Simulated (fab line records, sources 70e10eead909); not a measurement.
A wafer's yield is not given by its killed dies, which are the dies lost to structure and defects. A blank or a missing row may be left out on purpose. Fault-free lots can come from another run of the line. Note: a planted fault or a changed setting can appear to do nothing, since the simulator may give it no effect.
Matching of chambers :: flow nand_harc :: NHARC_A_WL_FILL_ETCHBACK_26 on rie_si-06: 4 sister chambers
The step etches the open film in HBr, target depth 52 nm, time 13.3 s. 8 wafers are shown with their chamber, then 11 later ones without.

== EACH WAFER AND ITS CHAMBER ==
wafer: L083.5
chamber: 3
drypump_motor_current_A (A): 5.78
oes_product_au (a.u.): 0.988

wafer: L084.2
chamber: 1
drypump_motor_current_A (A): 5.54
oes_product_au (a.u.): 1.005

wafer: L087.3
chamber: 2
drypump_motor_current_A (A): 5.84
oes_product_au (a.u.): 1.002

wafer: L087.4
chamber: 3
drypump_motor_current_A (A): 5.81
oes_product_au (a.u.): 0.982

wafer: L091.1
chamber: 0
drypump_motor_current_A (A): 5.65
oes_product_au (a.u.): 1.008

wafer: L091.2
chamber: 1
drypump_motor_current_A (A): 5.53
oes_product_au (a.u.): 0.997

wafer: L091.3
chamber: 2
drypump_motor_current_A (A): 5.83
oes_product_au (a.u.): 1.008

wafer: L092.4
chamber: 0
drypump_motor_current_A (A): 5.62
oes_product_au (a.u.): 1.016

== WAFERS WHOSE CHAMBER IS MISSING ==
wafer: L092.5
drypump_motor_current_A (A): 5.80
oes_product_au (a.u.): 1.000

wafer: L092.6
drypump_motor_current_A (A): 5.63
oes_product_au (a.u.): 1.013

wafer: L095.4
drypump_motor_current_A (A): 5.85
oes_product_au (a.u.): 1.008

wafer: L095.5
drypump_motor_current_A (A): 5.75
oes_product_au (a.u.): 0.985

wafer: L095.6
drypump_motor_current_A (A): 5.83
oes_product_au (a.u.): 1.006

wafer: L097.2
drypump_motor_current_A (A): 5.62
oes_product_au (a.u.): 0.997

wafer: L097.3
drypump_motor_current_A (A): 5.76
oes_product_au (a.u.): 0.981

wafer: L097.5
drypump_motor_current_A (A): 5.75
oes_product_au (a.u.): 0.983

wafer: L096.2
drypump_motor_current_A (A): 5.80
oes_product_au (a.u.): 0.989

wafer: L096.3
drypump_motor_current_A (A): 5.84
oes_product_au (a.u.): 0.991

wafer: L096.6
drypump_motor_current_A (A): 5.58
oes_product_au (a.u.): 1.021

== CHAMBER TAKEN BY EACH ==
wafer: L092.5
from the rows above: can't be placed: 2 or 3
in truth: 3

wafer: L092.6
from the rows above: 0
in truth: 0

wafer: L095.4
from the rows above: 2
in truth: 2

wafer: L095.5
from the rows above: 3
in truth: 3

wafer: L095.6
from the rows above: 2
in truth: 2

wafer: L097.2
from the rows above: 0
in truth: 0

wafer: L097.3
from the rows above: 3
in truth: 3

wafer: L097.5
from the rows above: 3
in truth: 3

wafer: L096.2
from the rows above: 3
in truth: 3

wafer: L096.3
from the rows above: can't be placed: 2 or 3
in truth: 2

wafer: L096.6
from the rows above: can't be placed: 0 or 1
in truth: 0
Placed correctly: 8 of 11. Not placeable from these rows: 3 (in 3, the candidates include the true chamber). Wrongly placed: 0.
How it was worked out, from the rows above alone: a wafer's distance from a chamber is the root of the sum, over the readings, of the square of ((its reading less the chamber's mean) divided by the reading's scatter). The wafer belongs to the nearest chamber; if the next one is less than 2 further off, it can't be placed. A chamber's mean is the mean of its shown wafers. The scatter: the root of (the sum of the squares of (reading less its chamber's mean) over the shown wafers, divided by (wafers less chambers)).
